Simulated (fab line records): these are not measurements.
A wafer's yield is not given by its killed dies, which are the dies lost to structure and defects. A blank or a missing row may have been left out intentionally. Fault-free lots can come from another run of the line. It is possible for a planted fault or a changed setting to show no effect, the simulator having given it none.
fab line records	flow nand_harc
record lots=6	wafers=18	last_day=33
route steps=1302 shown A_CONTACT@1080 END@1302
lots with no fault: from the same line, run without faults
start_h: hours from the record's first day to the start of the lot's first wafer shown	wait_h: hours elapsed since this lot's preceding step	" same as the row above	L1.1+2: one row covering several wafers at once	- no value, or no start was given	* or withheld: withheld	< > ~ a bound
route shown NAME@n: NAME is a module with steps in the file, n the number in the route of the first one	usual: mean and standard deviation over wafers with no fault	same: alike in all rows	chamber/n: place in a boat	sites: readings site by site	_std_site: the standard deviation of these	_edge_site: outer sites' mean less inner sites'	radius_mm: for every site, how far away it sits from the centre of the wafer	mask NAME#n: copy n	behind: the last tool/chamber to shape the wafer	hold: the reason the lot was held/the length of the hold in hours/how it ended	device: the transistor (n, p or np) that didn't switch	end of line: tests run on the same wafers once the route is complete	where a step has no rows: the recipe by itself	killed: count of dies lost to structure and defects at first sort (not the wafer's yield)	map: the dies of a wafer, with x for killed, . for not killed, _ for no die there
set.NAME: the setting the step ran with; set.NAME@STEP: the setting that earlier step ran with	model.NAME: the simulator's own value behind a step, which no gauge read
lots at selected steps of the route; one table per step, one row per wafer
services: when a tool's chamber went out of use (start_h, in hours from the record's first day, below 0 if earlier), for how many hours, and the reason
## steps
# step NHARC_A_CONTACT_INSPECT_10
# usual raw_defect_count=84/41
lot.wafer	tool	chamber	start_h	wait_h	raw_defect_count
L778.1	defect_inspect-01	-	553.11	0.0	156
L778.3	"	-	"	"	138
L778.6	"	-	"	"	146
L780.2	defect_inspect-01	-	587.08	0.0	111
L780.4	"	-	"	"	112
L780.6	"	-	"	"	109
L783.1	defect_inspect-01	-	611.48	0.0	25
L783.3	"	-	"	"	17
L783.5	"	-	"	"	38
L792.1	defect_inspect-02	-	703.02	0.0	94
L792.2	"	-	"	"	92
L792.3	"	-	"	"	113
L793.4	defect_inspect-01	-	705.23	0.0	87
L793.5	"	-	"	"	80
L793.6	"	-	"	"	82
L795.1	defect_inspect-01	-	735.24	0.0	51
L795.3	"	-	"	"	39
L795.4	"	-	"	"	34
# step NHARC_A_CONTACT_DESCUM_13
# recipe time_s=3	o2_flow_sccm=200	ar_flow_sccm=0	bias_power_w=0	chemistry=O2
# usual drypump_motor_current_A=5.71/0.17	oes_product_au=1.002/0.011	rf_vpp_V=57.5/0.95	showerhead_plenum_p_Torr=1.85/0.085	throttle_valve_pct=11.311/0.0088
lot.wafer	tool	chamber	start_h	wait_h	drypump_motor_current_A	oes_product_au	rf_hours_counter_h	rf_vpp_V	showerhead_plenum_p_Torr	throttle_valve_pct
L778.3	rie_diel-10	0	553.18	0.1	5.64	1.011	22	57.4	1.80	11.306
L778.1	"	1	"	"	5.60	1.006	22	57.1	1.97	11.306
L778.6	"	0	"	"	5.62	1.014	-	56.3	1.80	11.311
L780.4	rie_diel-10	2	587.14	0.1	5.90	1.002	26	56.4	1.77	11.312
L780.2	"	3	"	"	5.81	1.016	26	56.5	1.82	11.297
L780.6	"	3	"	"	5.78	1.010	-	59.0	1.82	11.312
L783.3	rie_diel-10	0	611.54	0.1	5.59	0.998	0	57.0	1.80	11.308
L783.1	"	1	"	"	5.62	0.984	1	58.2	1.97	11.306
L783.5	"	1	"	"	5.59	0.989	-	58.0	1.97	11.317
L792.1	rie_diel-10	0	703.08	0.1	5.63	0.991	18	56.6	1.80	11.301
L792.3	"	1	"	"	5.63	0.991	17	58.3	1.96	11.313
L792.2	"	2	"	"	5.90	0.981	18	55.4	1.77	11.318
L793.4	rie_diel-07	0	705.30	0.1	5.11	0.995	11	56.7	1.87	11.308
L793.6	"	2	"	"	5.65	0.990	-	58.9	2.07	11.319
L793.5	"	3	"	"	5.85	1.016	-	59.0	1.95	11.306
L795.1	rie_diel-10	3	735.30	0.1	5.80	0.993	24	57.7	1.81	11.304
L795.3	"	0	"	"	5.62	0.991	24	56.4	1.80	11.307
L795.4	"	1	"	"	5.60	0.994	25	58.0	1.96	11.301
# step NHARC_A_CONTACT_ETCH_88
# recipe target_depth_a=390	over_etch_frac=0.3	time_s=65	ion_energy_ev=80	cf4_flow_sccm=150	ar_flow_sccm=0	rf_w=300	bias_w=100	chemistry=CF4
# step NHARC_A_CONTACT_ETCH_89
# recipe target_depth_a=2600	over_etch_frac=0.3	time_s=475.3	ion_energy_ev=200	n2_flow_sccm=150	h2_flow_sccm=150	ar_flow_sccm=0	rf_w=400	bias_w=150	chemistry=N2/H2
# step NHARC_A_CONTACT_ETCH_30
# recipe target_depth_a=726	time_s=36.3	cf4_flow_sccm=100	chf3_flow_sccm=30	ar_flow_sccm=0	rf_w=500	bias_w=200	chemistry=CF4/CHF3
# usual drypump_motor_current_A=5.71/0.15	oes_product_au=0.941/0.023	rf_vpp_V=369.1/2.5	run_length_s=57.5/0.43	showerhead_plenum_p_Torr=1.53/0.068	throttle_valve_pct=16.802/0.0093
lot.wafer	tool	chamber	start_h	wait_h	drypump_motor_current_A	oes_product_au	rf_hours_counter_h	rf_vpp_V	run_length_s	showerhead_plenum_p_Torr	throttle_valve_pct
L778.3	rie_diel-10	3	-	-	5.80	0.948	23	368.3	56.9	1.50	16.797
L778.1	"	1	"	"	5.58	0.932	22	372.5	57.0	1.62	16.809
L778.6	"	3	"	"	5.83	0.937	-	368.1	57.3	1.50	16.801
L780.4	rie_diel-10	3	-	-	5.79	0.982	26	367.9	57.3	1.50	16.799
L780.2	"	0	"	"	5.58	0.998	26	368.5	57.5	1.49	16.791
L780.6	"	2	"	"	5.88	0.968	-	366.6	58.2	1.46	16.797
L783.1	rie_diel-10	3	-	-	5.80	0.979	1	369.7	57.5	1.50	16.799
L783.3	"	0	"	"	5.63	0.963	1	367.6	57.5	1.49	16.806
L783.5	"	1	"	"	5.60	0.959	-	372.3	57.0	1.62	16.790
L792.2	rie_diel-10	2	-	-	5.88	0.909	18	365.7	57.8	1.46	16.806
L792.1	"	0	"	"	5.63	0.919	19	366.8	57.5	1.48	16.809
L792.3	"	2	"	"	5.89	0.913	-	366.5	57.9	1.46	16.817
L793.4	rie_diel-07	1	-	-	6.01	0.918	14	369.5	57.5	1.54	16.809
L793.5	"	2	"	"	5.67	0.915	-	375.1	57.4	1.70	16.812
L793.6	"	3	"	"	5.86	0.933	-	372.8	57.4	1.60	16.785
L795.4	rie_diel-10	0	-	-	5.60	0.916	24	366.6	57.5	1.48	16.807
L795.1	"	1	"	"	5.60	0.910	25	373.5	57.0	1.61	16.807
L795.3	"	2	"	"	5.88	0.915	26	368.0	57.8	1.46	16.797
# step NHARC_A_CONTACT_ETCH_31
# recipe target_depth_a=28000	over_etch_frac=0.3	time_s=728	ion_energy_ev=150	o2_flow_sccm=400	cos_flow_sccm=20	ar_flow_sccm=0	rf_w=500	bias_w=300	chemistry=O2/COS
# usual drypump_motor_current_A=5.74/0.16	oes_product_au=1.003/0.012	rf_vpp_V=312.8/2.1	run_length_s=749.2/0.48	showerhead_plenum_p_Torr=3.03/0.13	throttle_valve_pct=28.331/0.009
lot.wafer	tool	chamber	start_h	wait_h	drypump_motor_current_A	oes_product_au	rf_hours_counter_h	rf_vpp_V	run_length_s	showerhead_plenum_p_Torr	throttle_valve_pct
L778.3	rie_diel-10	2	-	-	5.91	1.012	23	311.0	749.6	2.90	28.335
L778.1	"	3	"	"	5.83	1.018	23	312.5	749.2	2.97	28.326
L778.6	"	2	"	"	5.90	1.014	-	311.2	749.9	2.90	28.325
L780.4	rie_diel-10	0	-	-	5.61	1.011	26	311.0	749.7	2.95	28.338
L780.2	"	1	"	"	5.59	1.010	26	315.6	748.5	3.21	28.335
L780.6	"	2	"	"	5.87	1.005	-	311.0	749.6	2.90	28.344
L783.3	rie_diel-10	3	-	-	5.85	0.997	1	313.8	748.7	2.97	28.343
L783.1	"	1	"	"	5.62	0.987	1	316.5	748.8	3.21	28.327
L783.5	"	2	"	"	5.87	0.982	-	312.1	750.0	2.90	28.329
L792.2	rie_diel-10	0	-	-	5.59	1.001	19	311.8	749.5	2.94	28.331
L792.1	"	2	"	"	5.89	0.997	18	310.2	749.4	2.89	28.335
L792.3	"	2	"	"	5.90	0.991	-	310.1	749.6	2.89	28.337
L793.4	rie_diel-07	1	-	-	6.08	1.001	14	314.7	749.6	3.05	28.322
L793.6	"	1	"	"	6.03	1.005	-	312.9	749.1	3.05	28.316
L793.5	"	2	"	"	5.66	0.991	-	318.2	749.0	3.37	28.312
L795.1	rie_diel-10	0	-	-	5.63	0.991	24	310.6	749.2	2.94	28.334
L795.4	"	1	"	"	5.66	0.995	25	315.6	748.6	3.19	28.313
L795.3	"	2	"	"	5.87	0.993	26	311.0	749.8	2.89	28.352
# step NHARC_A_CONTACT_ETCH_134
# recipe source_w=withheld	pressure_mtorr=20	bias_v=withheld	time_s=140	target_depth_a=7000	ar_flow_sccm=withheld	c4f8_flow_sccm=withheld	o2_flow_sccm=withheld	chemistry=C4F8/O2/Ar
# step NHARC_A_CONTACT_ETCH_135
# recipe source_w=withheld	pressure_mtorr=20	bias_v=1200	time_s=311	target_depth_a=19120	ar_flow_sccm=withheld	c4f8_flow_sccm=withheld	o2_flow_sccm=withheld	chemistry=C4F8/O2/Ar
# step NHARC_A_CONTACT_ETCH_136
# recipe source_w=withheld	pressure_mtorr=20	bias_v=1200	time_s=311	target_depth_a=19120	ar_flow_sccm=withheld	c4f8_flow_sccm=withheld	o2_flow_sccm=withheld	chemistry=C4F8/O2/Ar
# step NHARC_A_CONTACT_ETCH_137
# recipe source_w=withheld	pressure_mtorr=20	bias_v=1200	time_s=311	target_depth_a=19120	ar_flow_sccm=withheld	c4f8_flow_sccm=withheld	o2_flow_sccm=withheld	chemistry=C4F8/O2/Ar
# usual run_length_s=311/0
lot.wafer	tool	chamber	start_h	wait_h	rf_hours_counter_h	run_length_s
L778.1	har_cap_etch-03	1	555.10	0.2	52	311
L778.3	"	0	"	"	-	311
L778.6	"	1	"	"	-	311
L780.2	har_cap_etch-01	0	589.25	0.3	15	311
L780.4	"	1	"	"	-	311
L780.6	"	1	"	"	-	311
L783.1	har_cap_etch-02	0	613.41	0.2	106	311
L783.3	"	1	"	"	-	311
L783.5	"	1	"	"	-	311
L792.1	har_cap_etch-01	1	705.86	0.2	36	311
L792.2	"	0	"	"	36	311
L792.3	"	1	"	"	-	311
L793.4	har_cap_etch-02	1	707.25	0.2	-	311
L793.5	"	1	"	"	-	311
L793.6	"	0	"	"	-	311
L795.1	har_cap_etch-03	0	737.47	0.3	83	311
L795.3	"	1	"	"	-	311
L795.4	"	0	"	"	-	311
# step NHARC_A_CONTACT_ETCH_138
# recipe source_w=withheld	pressure_mtorr=20	bias_v=1200	time_s=311	target_depth_a=19140	ar_flow_sccm=withheld	c4f8_flow_sccm=withheld	o2_flow_sccm=withheld	chemistry=C4F8/O2/Ar
# step NHARC_A_CONTACT_ETCH_139
# recipe source_w=withheld	pressure_mtorr=20	bias_v=400	time_s=195	target_depth_a=8400	ar_flow_sccm=withheld	c4f8_flow_sccm=11.5	o2_flow_sccm=7.2	chemistry=C4F8/O2/Ar
# usual run_length_s=226.4/0.42
lot.wafer	tool	chamber	start_h	wait_h	rf_hours_counter_h	run_length_s
L778.1	har_cap_etch-03	1	555.65	0.2	52	226.0
L778.3	"	0	"	"	-	226.5
L778.6	"	1	"	"	-	226.1
L780.2	har_cap_etch-01	0	589.98	0.3	16	226.0
L780.4	"	1	"	"	-	226.5
L780.6	"	1	"	"	-	226.5
L783.1	har_cap_etch-02	0	613.95	0.2	106	226.3
L783.3	"	1	"	"	-	226.2
L783.5	"	1	"	"	-	226.0
L792.1	har_cap_etch-01	1	706.41	0.2	37	226.5
L792.2	"	0	"	"	37	225.5
L792.3	"	1	"	"	-	226.6
L793.4	har_cap_etch-02	1	707.79	0.2	-	226.3
L793.5	"	1	"	"	-	226.5
L793.6	"	0	"	"	-	226.3
L795.1	har_cap_etch-03	0	738.21	0.3	84	226.6
L795.3	"	1	"	"	-	226.1
L795.4	"	0	"	"	-	226.5
# step NHARC_A_CONTACT_ETCH_92
# recipe target_depth_a=400	over_etch_frac=0.5	time_s=85.7	ion_energy_ev=120	ch3f_flow_sccm=50	o2_flow_sccm=30	ar_flow_sccm=200	rf_w=500	bias_w=100	chemistry=CH3F/O2
# usual drypump_motor_current_A=5.9/0.33	oes_product_au=0.930/0.019	rf_vpp_V=243.3/1.4	run_length_s=106.9/0.42	showerhead_plenum_p_Torr=2.39/0.086	throttle_valve_pct=20.663/0.0099
lot.wafer	tool	chamber	start_h	wait_h	drypump_motor_current_A	oes_product_au	rf_hours_counter_h	rf_vpp_V	run_length_s	showerhead_plenum_p_Torr	throttle_valve_pct
L778.1	rie_diel-01	3	556.17	0.5	6.5	0.920	49	244.6	107.2	2.45	20.673
L778.3	"	1	"	"	6.5	0.923	57	243.2	106.7	2.38	20.662
L778.6	"	3	"	"	6.5	0.926	-	243.1	107.3	2.45	20.646
L780.4	rie_diel-10	1	590.63	0.4	5.6	0.942	27	245.7	71.9	2.53	20.677
L780.2	"	0	"	"	5.6	0.933	27	242.0	73.0	2.32	20.673
L780.6	"	1	"	"	5.6	0.937	-	246.2	72.2	2.53	20.669
L783.3	rie_diel-10	0	614.54	0.4	5.6	0.934	1	242.4	73.2	2.32	20.664
L783.1	"	1	"	"	5.6	0.931	1	242.2	72.0	2.53	20.666
L783.5	"	2	"	"	5.9	0.918	-	242.2	73.0	2.28	20.657
L792.3	rie_diel-10	1	706.96	0.4	5.6	0.909	18	246.0	106.7	2.52	20.667
L792.2	"	2	"	"	5.9	0.928	19	241.9	107.2	2.27	20.668
L792.1	"	0	"	"	5.6	0.927	19	242.3	107.1	2.31	20.661
L793.4	rie_diel-10	1	708.31	0.5	5.6	0.915	-	245.0	106.4	2.52	20.674
L793.6	"	2	"	"	5.9	0.919	-	242.5	107.7	2.27	20.672
L793.5	"	0	"	"	5.7	0.905	-	242.6	107.2	2.31	20.670
L795.3	rie_diel-07	3	738.80	0.5	5.8	1.017	23	244.5	106.9	2.50	20.675
L795.1	"	0	"	"	5.1	1.007	24	242.5	106.7	2.40	20.656
L795.4	"	2	"	"	5.7	0.998	24	245.3	107.0	2.65	20.673
# step NHARC_A_CONTACT_ETCH_98
# recipe target_depth_a=200	over_etch_frac=0.5	time_s=10	ion_energy_ev=250	c4f6_flow_sccm=25	o2_flow_sccm=20	ar_flow_sccm=500	rf_w=600	bias_w=500	chemistry=C4F6/O2
# step NHARC_END_SORT_01
# recipe temp_c=25
# usual killed_at_array=54/21	killed_at_other=1.0/1.2	killed_at_periphery=3.6/2.6	killed_dies=58/20	killed_open=3.3/1.9	killed_short=2.6/1.5
# same gross_dies=677
lot.wafer	tool	chamber	start_h	wait_h	killed_at_array	killed_at_other	killed_at_periphery	killed_dies	killed_open	killed_short
L778.1	prober-01	0	602.53	2.5	97	1	3	101	1	3
L778.3	prober-01	0	604.14	3.1	82	3	1	86	5	4
L778.6	prober-01	0	606.56	4.0	89	0	0	89	3	3
L783.1	prober-01	0	659.78	2.5	30	2	1	33	2	1
L783.3	prober-01	0	661.37	3.1	27	0	5	32	5	3
L783.5	prober-01	0	662.96	3.7	46	2	3	51	5	4
L793.4	prober-02	0	767.39	3.4	67	0	0	67	6	2
L793.5	prober-02	0	768.19	3.7	51	0	0	51	1	1
L793.6	prober-02	0	768.99	4.0	50	2	2	54	4	0
L795.1	prober-01	0	788.25	2.5	36	0	6	42	0	2
L795.3	prober-01	0	789.82	3.1	28	2	2	32	3	2
L795.4	prober-01	0	790.60	3.4	36	0	3	39	2	3
# killed by level:class
L778.1 A_CHANNEL_HOLE_D1:chamber_film_flake=37 A_CHANNEL_HOLE_D2:chamber_film_flake=32 A_SLIT:chamber_film_flake=18 A_STAIRCASE:chamber_film_flake=5 A_CHANNEL_FILL_D1:geometric_particle:short=2 A_DECK1_JOINT:geometric_particle:short=1 A_CONTACT:geometric_particle:open=1 P_ZERO_WELL:chamber_film_flake=1
L778.3 A_CHANNEL_HOLE_D1:chamber_film_flake=27 A_CHANNEL_HOLE_D2:chamber_film_flake=24 A_SLIT:chamber_film_flake=13 A_STAIRCASE:chamber_film_flake=7 THIN_TSV:chamber_film_flake=3 A_CHANNEL_FILL_D1:geometric_particle:short=2 A_M0:geometric_particle:open=2 A_CONTACT:chamber_film_flake=2
L778.6 A_CHANNEL_HOLE_D1:chamber_film_flake=32 A_CHANNEL_HOLE_D2:chamber_film_flake=30 A_SLIT:chamber_film_flake=13 A_STAIRCASE:chamber_film_flake=4 A_CHANNEL_HOLE_D1:geometric_particle:short=2 A_CHANNEL_FILL_D2:chamber_film_flake=2 A_CHANNEL_FILL_D1:geometric_particle:open=1 A_CHANNEL_HOLE_D2:geometric_particle:short=1
L783.1 A_CHANNEL_HOLE_D1:chamber_film_flake=9 A_CONTACT:chamber_film_flake=8 A_SLIT:chamber_film_flake=4 A_ONON_D2:geometric_particle:open=2 A_M1:chamber_film_flake=2 THIN_TSV:chamber_film_flake=2 A_CHANNEL_FILL_D2:geometric_particle:short=1 P_GATE:chamber_film_flake=1
L783.3 A_CONTACT:chamber_film_flake=8 A_CHANNEL_HOLE_D1:chamber_film_flake=6 P_GATE:chamber_film_flake=4 A_CHANNEL_FILL_D2:geometric_particle:open=3 A_M0:geometric_particle:open=2 A_CHANNEL_HOLE_D2:chamber_film_flake=2 A_CHANNEL_FILL_D2:geometric_particle:short=1 A_WL_FILL:geometric_particle:short=1
L783.5 A_CHANNEL_HOLE_D1:chamber_film_flake=16 A_CONTACT:chamber_film_flake=12 A_SLIT:chamber_film_flake=4 A_ONON_D1:geometric_particle:open=2 A_CHANNEL_FILL_D2:geometric_particle:open=2 A_STAIRCASE:chamber_film_flake=2 A_WL_FILL:chamber_film_flake=2 THIN_TSV:chamber_film_flake=2
L793.4 A_SLIT:chamber_film_flake=34 A_CONTACT:chamber_film_flake=13 A_CHANNEL_HOLE_D1:chamber_film_flake=10 A_CHANNEL_FILL_D2:geometric_particle:open=2 A_ONON_D1:geometric_particle:open=1 A_ONON_D2:geometric_particle:open=1 A_CHANNEL_HOLE_D2:geometric_particle:open=1 A_CHANNEL_HOLE_D2:geometric_particle:short=1
L793.5 A_SLIT:chamber_film_flake=30 A_CHANNEL_HOLE_D1:chamber_film_flake=7 A_CONTACT:chamber_film_flake=7 A_STAIRCASE:chamber_film_flake=3 A_DECK1_JOINT:chamber_film_flake=2 A_ONON_D1:geometric_particle:short=1 A_ONON_D1:geometric_particle:open=1
L793.6 A_SLIT:chamber_film_flake=19 A_CHANNEL_HOLE_D1:chamber_film_flake=11 A_CONTACT:chamber_film_flake=10 THIN_TSV:chamber_film_flake=2 A_SOURCE_PLATE:geometric_particle:open=1 A_CHANNEL_HOLE_D1:geometric_particle:open=1 A_ONON_D2:geometric_particle:open=1 A_M0:geometric_particle:open=1
L795.1 A_CHANNEL_HOLE_D1:chamber_film_flake=20 A_SLIT:chamber_film_flake=5 P_ZERO_WELL:chamber_film_flake=3 A_CONTACT:chamber_film_flake=3 A_STAIRCASE:chamber_film_flake=3 P_GATE:chamber_film_flake=2 A_DECK1_JOINT:chamber_film_flake=2 A_ONON_D2:geometric_particle:short=1
L795.3 A_CHANNEL_HOLE_D1:chamber_film_flake=11 A_CONTACT:chamber_film_flake=6 A_SLIT:chamber_film_flake=5 P_M1:geometric_particle:open=1 A_CHANNEL_HOLE_D1:geometric_particle:short=1 A_CHANNEL_FILL_D1:geometric_particle:open=1 A_WL_FILL:geometric_particle:short=1 P_ZERO_WELL:chamber_film_flake=1
L795.4 A_CHANNEL_HOLE_D1:chamber_film_flake=15 A_SLIT:chamber_film_flake=9 A_DECK1_JOINT:chamber_film_flake=3 P_GATE:chamber_film_flake=2 A_CONTACT:chamber_film_flake=2 P_CONTACT:geometric_particle:open=1 A_DECK1_JOINT:geometric_particle:open=1 A_ONON_D2:geometric_particle:short=1
## services
tool	chamber	start_h	hours	kind
rie_diel-10	-	542.03	2.6	repair
rie_diel-10	0	551.54	-	clean
rie_diel-10	1	551.54	-	clean
rie_diel-10	2	551.54	-	clean
rie_diel-10	3	551.54	-	clean
rie_diel-01	-	562.26	9.0	pm
rie_diel-10	0	576.04	-	clean
rie_diel-10	1	576.04	-	clean
rie_diel-10	2	576.04	-	clean
rie_diel-10	3	576.04	-	clean
rie_diel-10	-	596.96	9.0	pm
rie_diel-10	0	596.96	9.0	vent_cycle
rie_diel-10	1	596.96	9.0	vent_cycle
rie_diel-10	2	596.96	9.0	vent_cycle
rie_diel-10	3	596.96	9.0	vent_cycle
rie_diel-10	0	605.96	-	clean
rie_diel-10	1	605.96	-	clean
rie_diel-10	2	605.96	-	clean
rie_diel-01	2	619.29	19.1	repair
rie_diel-07	-	649.89	9.0	pm
har_cap_etch-02	-	663.10	0.2	repair
rie_diel-01	-	693.68	0.3	repair
rie_diel-10	3	702.51	7.9	repair
rie_diel-10	0	709.55	4.3	repair
## key
first_sign step=NHARC_A_CONTACT_ETCH_92	reading=run_length_s	direction=down	sigmas=81	usual=*	struck=*
effect none on later readings
met_at NHARC_A_CONTACT_ETCH_92
struck_wafers L780.2,L780.4,L780.6,L783.1,L783.3,L783.5
tester_left_out L780,L783
fault kind=process_parameter_drift	tool=rie_diel-10	chamber=-	onset_h=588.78	steps=NHARC_A_CONTACT_ETCH_92	channel=time_s	offset=*	shape=step	end_h=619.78	acts_in=*	stated=*
# tester_left_out: of these lots the tester's yield and bins aren't shown, on N5 and GAA mostly nor the transistor test; their killed dies are dies lost to structure and defects alone, not to doping, threshold or leakage, so they don't give the yield
